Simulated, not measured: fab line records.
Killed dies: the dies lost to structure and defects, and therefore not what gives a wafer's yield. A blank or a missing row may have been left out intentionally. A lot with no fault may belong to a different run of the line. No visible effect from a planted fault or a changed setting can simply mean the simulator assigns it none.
fab line records | flow n5Finfet
record lots=5 | wafers=15 | lastDay=18
route steps=1938 shown SDB@352 BEOL_M4@1111
lots untouched by any fault: they come from a run of this same line in which no faults occurred
startH: hours from the record's first day to the start of the lot's first wafer shown | waitH: hours since the lot's step before | " same as the row above | L1.1+2: a row that stands for several wafers | - no value, or no start was given | * or withheld: withheld | < > ~ a bound
route shown NAME@n: NAME is a module with steps in the file, n the number in the route of the first one | usual: mean/standard deviation of fault-free wafers | same: alike in all rows | chamber/n: place in a boat | sites: each site's reading | _std_site: the standard deviation of these | _edge_site: mean of outer sites minus mean of inner sites | radiusMm: for every site, how far away it sits from the centre of the wafer | mask NAME#n: copy n | behind: tool/chamber where the wafer was last shaped | hold: what put the lot on hold/how long, in hours/how the hold closed | device: transistor that didn't switch, given as n, p or np | end of line: the tests these same wafers got at the end of their route | a step given without rows: its recipe and nothing more | killed: dies lost to structure and defects at the first sort, not the wafer's yield | map: the dies of a wafer, with x for killed, . for not killed, _ for no die there
set.NAME: the setting that was run; set.NAME@STEP: the one run at that earlier step | model.NAME: the simulator's own value behind a step, which no gauge read
lots at some steps of the route; a table a step, a row a wafer
services: when a tool's chamber went out of use (startH, in hours from the record's first day, below 0 if earlier), for how many hours, and the reason
## steps
# step N5_SDB_SOFTBAKE_06
# recipe tempC=110 | timeS=60 | resist=CAR-ArF
# step N5_SDB_EXPOSE_08
# recipe maskId=SDB | na=1.35 | sourceShape=conventional | sigmaOuter=0.5 | polarization=unpolarized | doseMj=49.6
# step N5_SDB_PEB_09
# recipe pebTempC=withheld | pebTimeS=60 | resist=CAR-ArF
# step N5_SDB_DEVELOP_10
# recipe developTimeS=30 | developer=TMAH | resist=CAR-ArF | rinseLiquid=diw | dry=airSpin | devTempC=23
# step N5_SDB_CD_MEAS_11
# recipe targetCdNm=50 | landingEnergyEv=500 | detector=seInlens | polarity=opening
# usual cdNm=49.4/0.97
lot.wafer | tool     | chamber | startH | waitH | cdNm
L429.3    | cdSem-02 | 0       | 70.52  | -     | 49.4
L429.4    | "        | 0       | "      | "     | 48.5
L429.5    | "        | 0       | "      | "     | 48.7
L431.1    | cdSem-01 | 0       | 84.04  | -     | 50.7
L431.4    | "        | 0       | "      | "     | 50.4
L431.5    | "        | 0       | "      | "     | 49.9
L443.1    | cdSem-02 | 0       | 154.30 | -     | 49.5
L443.2    | "        | 0       | "      | "     | 47.8
L443.5    | "        | 0       | "      | "     | 49.4
L449.2    | cdSem-03 | 0       | 194.34 | -     | 47.9
L449.4    | "        | 0       | "      | "     | 48.7
L449.6    | "        | 0       | "      | "     | 49.0
L450.4    | cdSem-01 | 0       | 199.36 | -     | 49.6
L450.5    | "        | 0       | "      | "     | 49.8
L450.6    | "        | 0       | "      | "     | 49.7
# step N5_SDB_OVL_MEAS_12
# recipe pointsPerWafer=44
# usual SDB_OVL=0.0/0.63
# same pointsPerWafer=44
lot.wafer | tool       | chamber | startH | waitH | SDB_OVL[nm]
L429.3    | overlay-02 | 0       | 70.54  | 0.0   | 1.3
L429.4    | "          | 0       | "      | "     | -0.6
L429.5    | "          | 0       | "      | "     | 0.6
L431.1    | overlay-02 | 0       | 84.07  | 0.0   | 0.1
L431.4    | "          | 0       | "      | "     | -0.5
L431.5    | "          | 0       | "      | "     | -0.6
L443.1    | overlay-02 | 0       | 154.33 | 0.0   | -0.4
L443.2    | "          | 0       | "      | "     | -0.2
L443.5    | "          | 0       | "      | "     | -0.2
L449.2    | overlay-02 | 0       | 194.37 | 0.0   | -0.6
L449.4    | "          | 0       | "      | "     | 0.1
L449.6    | "          | 0       | "      | "     | 0.2
L450.4    | overlay-01 | 0       | 199.40 | 0.0   | 0.4
L450.5    | "          | 0       | "      | "     | -0.5
L450.6    | "          | 0       | "      | "     | 0.4
# step N5_SDB_INSPECT_13
# recipe mode=adi | inspectInstrument=brightfield
# usual rawDefectCount=76/29
lot.wafer | tool             | chamber | startH | waitH | rawDefectCount
L429.3    | defectInspect-01 | -       | 70.57  | 0.0   | 148
L429.4    | "                | -       | "      | "     | 149
L429.5    | "                | -       | "      | "     | 74
L431.1    | defectInspect-02 | -       | 84.09  | 0.0   | 41
L431.4    | "                | -       | "      | "     | 50
L431.5    | "                | -       | "      | "     | 54
L443.1    | defectInspect-02 | -       | 154.36 | 0.0   | 68
L443.2    | "                | -       | "      | "     | 99
L443.5    | "                | -       | "      | "     | 69
L449.2    | defectInspect-02 | -       | 194.39 | 0.0   | 80
L449.4    | "                | -       | "      | "     | 46
L449.6    | "                | -       | "      | "     | 70
L450.4    | defectInspect-02 | -       | 199.42 | 0.0   | 65
L450.5    | "                | -       | "      | "     | 43
L450.6    | "                | -       | "      | "     | 59
# step N5_SDB_DESCUM_16
# recipe chemistry=O2 | timeS=7.9 | sourcePowerW=50 | biasPowerW=20 | pressureMtorr=20 | rfFrequencyHz=2.712e+07 | tempC=40 | resist=CAR-ArF | o2FlowSccm=225
# usual chamberPressureMTorr=20.001/0.018 | drypumpMotorCurrentA=5.8/0.37 | oesProductAu=0.77/0.088 | rfVppV=243.3/1.3 | showerheadPlenumPTorr=2.10/0.074 | throttleValvePct=20.4/0.3
# same timeS=7.9
lot.wafer | tool       | chamber | startH | waitH | chamberPressureMTorr | drypumpMotorCurrentA | oesProductAu | rfHoursCounterH | rfVppV | showerheadPlenumPTorr | throttleValvePct
L429.3    | rieDiel-05 | 1       | 70.60  | 0.0   | 20.040               | 5.6                  | 0.74         | 166             | 242.6  | 1.98                  | 20.2
L429.4    | "          | 2       | "      | "     | 19.969               | 5.1                  | 0.68         | 244             | 241.6  | 1.95                  | 20.2
L429.5    | "          | 2       | "      | "     | 19.975               | 5.1                  | 0.67         | -               | 241.6  | 1.95                  | 20.2
L431.1    | rieDiel-04 | 1       | 84.13  | 0.0   | 20.003               | 6.1                  | 0.91         | 27              | 244.4  | 2.12                  | 20.1
L431.4    | "          | 0       | "      | "     | 20.027               | 6.4                  | 0.74         | 204             | 243.9  | 2.16                  | 21.0
L431.5    | "          | 1       | "      | "     | 19.989               | 6.1                  | 0.91         | -               | 243.6  | 2.12                  | 20.1
L443.1    | rieDiel-04 | 2       | 154.60 | 0.2   | 20.038               | 5.5                  | 0.72         | 172             | 240.4  | 2.02                  | 20.5
L443.2    | "          | 3       | "      | "     | 19.985               | 5.7                  | 0.69         | 242             | 244.5  | 2.17                  | 20.7
L443.5    | "          | 2       | "      | "     | 20.002               | 5.5                  | 0.73         | -               | 241.6  | 2.02                  | 20.5
L449.2    | rieDiel-05 | 0       | 194.54 | 0.2   | 19.998               | 6.6                  | 0.81         | 110             | 245.2  | 2.19                  | 20.4
L449.4    | "          | 1       | "      | "     | 19.997               | 5.6                  | 0.70         | 212             | 240.8  | 1.97                  | 20.2
L449.6    | "          | 0       | "      | "     | 19.984               | 6.6                  | 0.80         | -               | 245.4  | 2.19                  | 20.4
L450.4    | rieDiel-05 | 0       | 199.50 | 0.1   | 19.988               | 6.6                  | 0.80         | 111             | 245.1  | 2.19                  | 20.4
L450.5    | "          | 2       | "      | "     | 19.972               | 5.1                  | 0.89         | -               | 244.2  | 2.20                  | 19.9
L450.6    | "          | 3       | "      | "     | 19.983               | 5.7                  | 0.70         | -               | 242.9  | 2.08                  | 20.5
# step N5_SDB_ETCH_17
# recipe chemistry=CF4 | target=SiARC | targetDepthA=234 | maskMaterial=CAR-ArF | timeS=39 | ionEnergyEv=80 | pressureMtorr=40 | sourceW=545 | biasW=36 | Ar_flow_sccm=100 | cf4FlowSccm=100 | ends=cleared
# usual chamberPressureMTorr=40.00/0.062 | drypumpMotorCurrentA=5.8/0.37 | etchRfOnTimeS=39.0/0.76 | oesProductAu=0.66/0.076 | rfVppV=184.3/1.2 | showerheadPlenumPTorr=2.15/0.072 | throttleValvePct=15.64/0.27
lot.wafer | tool       | chamber | startH | waitH | chamberPressureMTorr | drypumpMotorCurrentA | etchRfOnTimeS | oesProductAu | rfHoursCounterH | rfVppV | showerheadPlenumPTorr | throttleValvePct
L429.3    | rieDiel-05 | 1       | 70.64  | 0.0   | 39.95                | 5.6                  | 39.6          | 0.62         | 166             | 182.4  | 2.04                  | 15.53
L429.4    | "          | 2       | "      | "     | 39.94                | 5.1                  | 38.6          | 0.57         | 244             | 182.8  | 2.04                  | 15.71
L429.5    | "          | 2       | "      | "     | 40.02                | 5.1                  | 38.7          | 0.57         | -               | 182.8  | 2.04                  | 15.69
L431.1    | rieDiel-04 | 1       | 84.16  | 0.0   | 40.00                | 6.1                  | 38.4          | 0.78         | 27              | 182.8  | 2.18                  | 15.29
L431.4    | "          | 0       | "      | "     | 40.05                | 6.4                  | 39.1          | 0.63         | 204             | 185.0  | 2.22                  | 16.19
L431.5    | "          | 1       | "      | "     | 39.92                | 6.1                  | 38.4          | 0.78         | -               | 184.1  | 2.18                  | 15.29
L443.1    | rieDiel-04 | 2       | 154.63 | 0.0   | 40.03                | 5.5                  | 39.6          | 0.62         | 172             | 182.8  | 2.06                  | 15.64
L443.2    | "          | 3       | "      | "     | 39.97                | 5.7                  | 38.2          | 0.60         | 242             | 184.7  | 2.19                  | 15.82
L443.5    | "          | 2       | "      | "     | 40.02                | 5.5                  | 39.3          | 0.62         | -               | 182.3  | 2.06                  | 15.65
L449.2    | rieDiel-05 | 0       | 194.58 | 0.0   | 40.00                | 6.6                  | 39.3          | 0.69         | 110             | 185.5  | 2.25                  | 15.69
L449.4    | "          | 1       | "      | "     | 40.07                | 5.6                  | 40.0          | 0.59         | 212             | 184.1  | 2.03                  | 15.61
L449.6    | "          | 0       | "      | "     | 39.91                | 6.6                  | 39.3          | 0.68         | -               | 185.7  | 2.25                  | 15.69
L450.4    | rieDiel-05 | 0       | 199.54 | 0.0   | 40.08                | 6.6                  | 39.8          | 0.68         | 111             | 186.7  | 2.25                  | 15.71
L450.5    | "          | 2       | "      | "     | 40.02                | 5.1                  | 39.1          | 0.75         | -               | 185.2  | 2.28                  | 15.25
L450.6    | "          | 3       | "      | "     | 40.08                | 5.7                  | 38.5          | 0.60         | -               | 184.7  | 2.11                  | 15.64
# step N5_SDB_ETCH_18
# recipe chemistry=N2/H2 | target=SOC | targetDepthA=1000 | overetchA=200 | maskMaterial=SiARC | tempC=40 | timeS=150 | ionEnergyEv=200 | pressureMtorr=30 | sourceW=840 | biasW=150 | n2FlowSccm=200 | h2FlowSccm=200
# usual chamberPressureMTorr=29.997/0.028 | drypumpMotorCurrentA=5.8/0.37 | h2FlowSccm=200.0/0.64 | oesProductAu=0.69/0.076 | rfVppV=524.1/2.7 | showerheadPlenumPTorr=2.55/0.093 | throttleValvePct=17.83/0.28
# same timeS=150
lot.wafer | tool       | chamber | startH | waitH | chamberPressureMTorr | drypumpMotorCurrentA | h2FlowSccm | oesProductAu | rfHoursCounterH | rfVppV | showerheadPlenumPTorr | throttleValvePct
L429.3    | rieDiel-05 | 1       | 70.67  | 0.0   | 29.979               | 5.6                  | 200.1      | 0.67         | 166             | 520.9  | 2.43                  | 17.72
L429.4    | "          | 2       | "      | "     | 30.031               | 5.1                  | 199.2      | 0.59         | 244             | 520.1  | 2.41                  | 17.93
L429.5    | "          | 2       | "      | "     | 30.002               | 5.1                  | 199.6      | 0.60         | -               | 519.1  | 2.41                  | 17.95
L431.1    | rieDiel-04 | 1       | 84.20  | 0.0   | 30.016               | 6.1                  | 199.0      | 0.81         | 27              | 526.3  | 2.60                  | 17.56
L431.4    | "          | 0       | "      | "     | 29.967               | 6.4                  | 199.6      | 0.66         | 204             | 526.7  | 2.60                  | 18.32
L431.5    | "          | 1       | "      | "     | 30.005               | 6.1                  | 200.0      | 0.81         | -               | 525.4  | 2.60                  | 17.58
L443.1    | rieDiel-04 | 2       | 154.67 | 0.0   | 29.963               | 5.5                  | 199.2      | 0.65         | 172             | 521.0  | 2.44                  | 17.85
L443.2    | "          | 3       | "      | "     | 29.967               | 5.7                  | 200.3      | 0.62         | 242             | 526.3  | 2.61                  | 17.98
L443.5    | "          | 2       | "      | "     | 30.054               | 5.4                  | 199.9      | 0.65         | -               | 520.5  | 2.44                  | 17.83
L449.2    | rieDiel-05 | 0       | 194.61 | 0.0   | 30.002               | 6.6                  | 198.5      | 0.73         | 110             | 528.5  | 2.68                  | 17.94
L449.4    | "          | 1       | "      | "     | 29.974               | 5.6                  | 200.0      | 0.62         | 212             | 519.5  | 2.41                  | 17.80
L449.6    | "          | 0       | "      | "     | 30.023               | 6.6                  | 200.4      | 0.72         | -               | 528.1  | 2.68                  | 17.93
L450.4    | rieDiel-05 | 0       | 199.57 | 0.0   | 29.994               | 6.6                  | 201.2      | 0.72         | 111             | 526.4  | 2.68                  | 17.94
L450.5    | "          | 2       | "      | "     | 30.004               | 5.1                  | 198.9      | 0.80         | -               | 528.0  | 2.72                  | 17.55
L450.6    | "          | 3       | "      | "     | 30.016               | 5.7                  | 199.7      | 0.63         | -               | 523.9  | 2.51                  | 17.75
# step N5_SDB_STRIP_19
# recipe chemistry=N2/H2 | tempC=40 | n2FlowSccm=200 | h2FlowSccm=200 | rfFrequencyHz=6e+07
# step N5_SDB_STRIP_21
# recipe chemistry=CF4 | resist=SiARC | powerW=300 | biasPowerW=75 | pressureMtorr=50 | cf4FlowSccm=150 | rfFrequencyHz=6e+07
# usual chamberPressureMTorr=50.00/0.046 | drypumpMotorCurrentA=5.8/0.37 | oesProductAu=0.76/0.083 | powerW=300.0/0.88 | rfVppV=271.4/1.4 | showerheadPlenumPTorr=1.81/0.059 | throttleValvePct=13.63/0.27
lot.wafer | tool       | chamber | startH | waitH | chamberPressureMTorr | drypumpMotorCurrentA | oesProductAu | powerW | rfHoursCounterH | rfVppV | showerheadPlenumPTorr | throttleValvePct
L429.3    | rieDiel-05 | 1       | 70.81  | 0.0   | 49.97                | 5.6                  | 0.73         | 300.1  | 166             | 271.2  | 1.71                  | 13.53
L429.4    | "          | 2       | "      | "     | 50.04                | 5.1                  | 0.66         | 300.4  | 244             | 268.9  | 1.71                  | 13.70
L429.5    | "          | 2       | "      | "     | 49.97                | 5.1                  | 0.66         | 300.3  | -               | 268.2  | 1.71                  | 13.70
L431.1    | rieDiel-04 | 1       | 84.34  | 0.0   | 49.95                | 6.1                  | 0.89         | 298.0  | 27              | 272.5  | 1.82                  | 13.24
L431.4    | "          | 0       | "      | "     | 50.03                | 6.4                  | 0.73         | 299.6  | 204             | 271.5  | 1.85                  | 14.12
L431.5    | "          | 1       | "      | "     | 49.99                | 6.1                  | 0.89         | 299.3  | -               | 271.4  | 1.82                  | 13.24
L443.1    | rieDiel-04 | 2       | 154.80 | 0.0   | 49.94                | 5.5                  | 0.72         | 300.2  | 172             | 270.5  | 1.74                  | 13.66
L443.2    | "          | 3       | "      | "     | 49.96                | 5.7                  | 0.68         | 301.2  | 242             | 271.7  | 1.83                  | 13.83
L443.5    | "          | 2       | "      | "     | 50.05                | 5.4                  | 0.72         | 300.8  | -               | 269.9  | 1.74                  | 13.67
L449.2    | rieDiel-05 | 0       | 194.75 | 0.0   | 49.95                | 6.6                  | 0.80         | 300.2  | 110             | 272.9  | 1.90                  | 13.69
L449.4    | "          | 1       | "      | "     | 49.93                | 5.6                  | 0.69         | 300.7  | 212             | 269.4  | 1.70                  | 13.64
L449.6    | "          | 0       | "      | "     | 49.96                | 6.6                  | 0.80         | 298.0  | -               | 271.8  | 1.90                  | 13.69
L450.4    | rieDiel-05 | 0       | 199.71 | 0.0   | 50.05                | 6.6                  | 0.80         | 299.2  | 111             | 272.5  | 1.90                  | 13.72
L450.5    | "          | 2       | "      | "     | 50.02                | 5.1                  | 0.88         | 300.7  | -               | 274.3  | 1.91                  | 13.19
L450.6    | "          | 3       | "      | "     | 49.98                | 5.7                  | 0.68         | 300.4  | -               | 269.8  | 1.78                  | 13.70
# step N5_SDB_HM_OPEN_20
# recipe chemistry=CH3F/O2 | target=SiNx | maskMaterial=SOC | targetDepthA=240 | stopOn=poly-Si | overEtchFrac=0.4 | ionEnergyEv=120 | pressureMtorr=30 | sourceW=395 | biasW=73 | Ar_flow_sccm=150 | CH3F_flow_sccm=30 | O2_flow_sccm=20
# usual chamberPressureMTorr=29.999/0.026 | drypumpMotorCurrentA=5.8/0.37 | oesProductAu=0.63/0.069 | rfVppV=298/6.5 | showerheadPlenumPTorr=2.01/0.072 | throttleValvePct=16.34/0.28
lot.wafer | tool       | chamber | startH | waitH | chamberPressureMTorr | drypumpMotorCurrentA | oesProductAu | rfHoursCounterH | rfVppV | showerheadPlenumPTorr | throttleValvePct | model.SOC_of_SDB_COAT_03.thkNm
L429.3    | rieDiel-05 | 1       | 70.83  | 0.0   | 29.984               | 5.6                  | 0.60         | 166             | 301    | 1.91                  | 16.27            | 84
L429.4    | "          | 2       | "      | "     | 30.025               | 5.1                  | 0.56         | 244             | 287    | 1.90                  | 16.41            | 84
L429.5    | "          | 2       | "      | "     | 29.960               | 5.1                  | 0.55         | -               | 290    | 1.90                  | 16.40            | 83.8
L431.1    | rieDiel-04 | 1       | 84.36  | 0.0   | 30.009               | 6.1                  | 0.72         | 27              | 300    | 2.04                  | 16.06            | 84.2
L431.4    | "          | 0       | "      | "     | 29.983               | 6.4                  | 0.60         | 204             | 289    | 2.08                  | 16.93            | 84.6
L431.5    | "          | 1       | "      | "     | 30.019               | 6.1                  | 0.74         | -               | 300    | 2.04                  | 16.05            | 84
L443.1    | rieDiel-04 | 2       | 154.82 | 0.0   | 30.016               | 5.5                  | 0.60         | 172             | 307    | 1.91                  | 16.30            | 84
L443.2    | "          | 3       | "      | "     | 29.979               | 5.7                  | 0.56         | 242             | 302    | 2.05                  | 16.55            | 75.8
L443.5    | "          | 2       | "      | "     | 30.036               | 5.5                  | 0.60         | -               | 307    | 1.91                  | 16.29            | 76
L449.2    | rieDiel-05 | 0       | 194.77 | 0.0   | 30.012               | 6.6                  | 0.66         | 110             | 299    | 2.10                  | 16.37            | 84
L449.4    | "          | 1       | "      | "     | 30.012               | 5.6                  | 0.57         | 212             | 302    | 1.89                  | 16.34            | 84
L449.6    | "          | 0       | "      | "     | 30.031               | 6.6                  | 0.65         | -               | 300    | 2.09                  | 16.35            | 83.8
L450.4    | rieDiel-05 | 0       | 199.73 | 0.0   | 30.012               | 6.6                  | 0.66         | 111             | 298    | 2.09                  | 16.37            | 83.8
L450.5    | "          | 2       | "      | "     | 30.017               | 5.1                  | 0.73         | -               | 294    | 2.14                  | 15.98            | 83.6
L450.6    | "          | 3       | "      | "     | 30.035               | 5.7                  | 0.58         | -               | 301    | 1.97                  | 16.35            | 83.8
# step N5_SDB_STRIP_22
# recipe chemistry=N2/H2 | powerW=1000 | tempC=250 | h2Frac=0.65 | overashFraction=0.3 | pressureMtorr=withheld | n2FlowSccm=1750 | h2FlowSccm=3250
# usual drypumpMotorCurrentA=5.6/0.42 | h2FlowSccm=3248/10 | heaterPowerW=336/37 | oesProductAu=0.714/0.005 | stripTimeToEndpointS=96.2/0.39
lot.wafer | tool           | chamber | startH | waitH | drypumpMotorCurrentA | h2FlowSccm | heaterPowerW | oesProductAu | rfHoursCounterH | stripTimeToEndpointS
L429.3    | plasmaAsher-01 | 0       | 70.95  | 0.1   | 5.7                  | 3242       | 292          | 0.719        | -               | 96.2
L429.4    | "              | 1       | "      | "     | 5.9                  | 3264       | 332          | 0.718        | -               | 96.2
L429.5    | "              | 1       | "      | "     | 5.9                  | 3258       | 336          | 0.717        | -               | 96.1
L431.1    | plasmaAsher-02 | 1       | 84.44  | 0.1   | 5.0                  | 3258       | 313          | 0.713        | 35              | 96.3
L431.4    | "              | 1       | "      | "     | 5.0                  | 3256       | 311          | 0.717        | -               | 96.8
L431.5    | "              | 0       | "      | "     | 5.9                  | 3246       | 385          | 0.715        | -               | 96.3
L443.1    | plasmaAsher-01 | 1       | 154.90 | 0.1   | 5.9                  | 3241       | 329          | 0.714        | 108             | 96.1
L443.2    | "              | 0       | "      | "     | 5.7                  | 3233       | 297          | 0.700        | 108             | 88.4
L443.5    | "              | 1       | "      | "     | 5.9                  | 3246       | 326          | 0.705        | -               | 88.7
L449.2    | plasmaAsher-02 | 0       | 194.86 | 0.1   | 5.9                  | 3263       | 398          | 0.718        | 57              | 96.3
L449.4    | "              | 0       | "      | "     | 5.9                  | 3259       | 388          | 0.709        | -               | 96.2
L449.6    | "              | 0       | "      | "     | 5.9                  | 3253       | 378          | 0.713        | -               | 96.1
L450.4    | plasmaAsher-01 | 1       | 199.85 | 0.1   | 5.9                  | 3251       | 335          | 0.717        | -               | 96.1
L450.5    | "              | 0       | "      | "     | 5.6                  | 3245       | 292          | 0.715        | -               | 95.9
L450.6    | "              | 1       | "      | "     | 5.9                  | 3252       | 323          | 0.719        | -               | 95.9
# step N5_SDB_PRECLEAN_23
# recipe chemistry=dHF | timeS=30 | tempC=25 | dilution=withheld
# step N5_BEOL_M4_RC_MEAS_101
# usual DIBL_N=36.5/1.8 | DIBL_P=36.5/2.1 | IOFF_N=0.17/0.031 | IOFF_P=0.22/0.036 | ION_N=677/11 | ION_P=463/8 | SS_N=71.6/0.61 | SS_P=73.3/0.63 | VT_N=249/3.1 | VT_P=-250/3.3
lot.wafer | tool      | chamber | startH | waitH | DIBL_N[mV/V] | DIBL_P[mV/V] | IOFF_N[nA/um] | IOFF_P[nA/um] | ION_N[uA/um] | ION_P[uA/um] | SS_N[mV/dec] | SS_P[mV/dec] | VT_N[mV] | VT_P[mV]
L429.3    | prober-01 | 0       | 176.51 | 0.3   | 39.0         | 39.2         | 0.22          | 0.24          | 690          | 465          | 72.4         | 74.2         | 241      | -251
L429.4    | "         | 0       | "      | "     | 38.3         | 38.6         | 0.21          | 0.24          | 687          | 470          | 71.9         | 74.9         | 243      | -251
L429.5    | "         | 0       | "      | "     | 38.2         | 38.3         | 0.21          | 0.22          | 696          | 466          | 71.7         | 73.3         | 243      | -250
L431.1    | prober-02 | 0       | 182.56 | 0.0   | 39.1         | 39.7         | 0.20          | 0.22          | 688          | 466          | 71.6         | 74.0         | 247      | -250
L431.4    | "         | 0       | "      | "     | 38.0         | 38.9         | 0.18          | 0.21          | 693          | 463          | 72.3         | 74.4         | 246      | -253
L431.5    | "         | 0       | "      | "     | 40.0         | 40.0         | 0.21          | 0.24          | 696          | 470          | 71.4         | 74.2         | 241      | -251
L443.1    | prober-01 | 0       | 264.95 | 0.0   | 37.3         | 38.1         | 0.18          | 0.22          | 677          | 459          | 71.7         | 73.4         | 247      | -250
L443.2    | "         | 0       | "      | "     | 35.7         | 36.1         | 0.14          | 0.18          | 670          | 457          | 72.3         | 73.2         | 253      | -253
L443.5    | "         | 0       | "      | "     | 37.8         | 38.8         | 0.19          | 0.23          | 675          | 458          | 71.7         | 73.5         | 246      | -251
L449.2    | prober-02 | 0       | 309.22 | 0.2   | 34.6         | 35.8         | 0.16          | 0.22          | 682          | 470          | 71.6         | 72.5         | 250      | -248
L449.4    | "         | 0       | "      | "     | 32.1         | 32.2         | 0.11          | 0.17          | 672          | 471          | 70.5         | 72.7         | 251      | -250
L449.6    | "         | 0       | "      | "     | 32.7         | 32.7         | 0.12          | 0.18          | 651          | 462          | 70.2         | 72.6         | 252      | -247
L450.4    | prober-02 | 0       | 313.24 | 0.5   | 37.9         | 38.7         | 0.20          | 0.28          | 678          | 472          | 71.8         | 73.9         | 244      | -245
L450.5    | "         | 0       | "      | "     | 37.9         | 38.7         | 0.21          | 0.28          | 685          | 470          | 71.8         | 73.9         | 245      | -244
L450.6    | "         | 0       | "      | "     | 39.4         | 40.0         | 0.22          | 0.30          | 688          | 477          | 72.4         | 74.3         | 244      | -244
## services
tool           | chamber | startH | hours | kind
rieDiel-04     | 2       | 53.58  | 6.0   | repair
rieDiel-05     | 2       | 91.55  | 11.1  | repair
rieDiel-05     | 2       | 102.69 | -     | clean
rieDiel-05     | 2       | 102.69 | -     | consumableReplace:focusRing
rieDiel-05     | 2       | 102.69 | -     | consumableReplace:showerhead
rieDiel-05     | 2       | 102.69 | 17.7  | scheduledDown
rieDiel-05     | 2       | 102.69 | 17.7  | ventCycle
plasmaAsher-01 | -       | 105.82 | 1.8   | repair
rieDiel-04     | 2       | 122.02 | 1.8   | repair
rieDiel-05     | 0       | 166.50 | 3.8   | repair
rieDiel-05     | 3       | 168.28 | 4.5   | repair
rieDiel-04     | 3       | 176.86 | -     | clean
rieDiel-04     | 3       | 176.86 | -     | consumableReplace:focusRing
rieDiel-04     | 3       | 176.86 | 19.3  | scheduledDown
rieDiel-04     | 3       | 176.86 | 19.3  | ventCycle
## key
firstSign step=N5_SDB_STRIP_22 | reading=stripTimeToEndpointS | direction=down | sigmas=20 | usual=* | struck=*
effect none on later readings
modelEffect step=N5_SDB_HM_OPEN_20 | value=SOC_of_SDB_COAT_03.thkNm | without=84.1 | struck=75.9
metAt N5_SDB_HM_OPEN_20
struckWafers L443.2,L443.5
onsetBetween 84.36 154.82
fault kind=processParameterDrift | tool=rieDiel-04 | chamber=- | onsetH=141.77 | steps=N5_SDB_HM_OPEN_20 | channel=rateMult | offset=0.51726 | shape=step | endH=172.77 | scope=struckWafersOnly
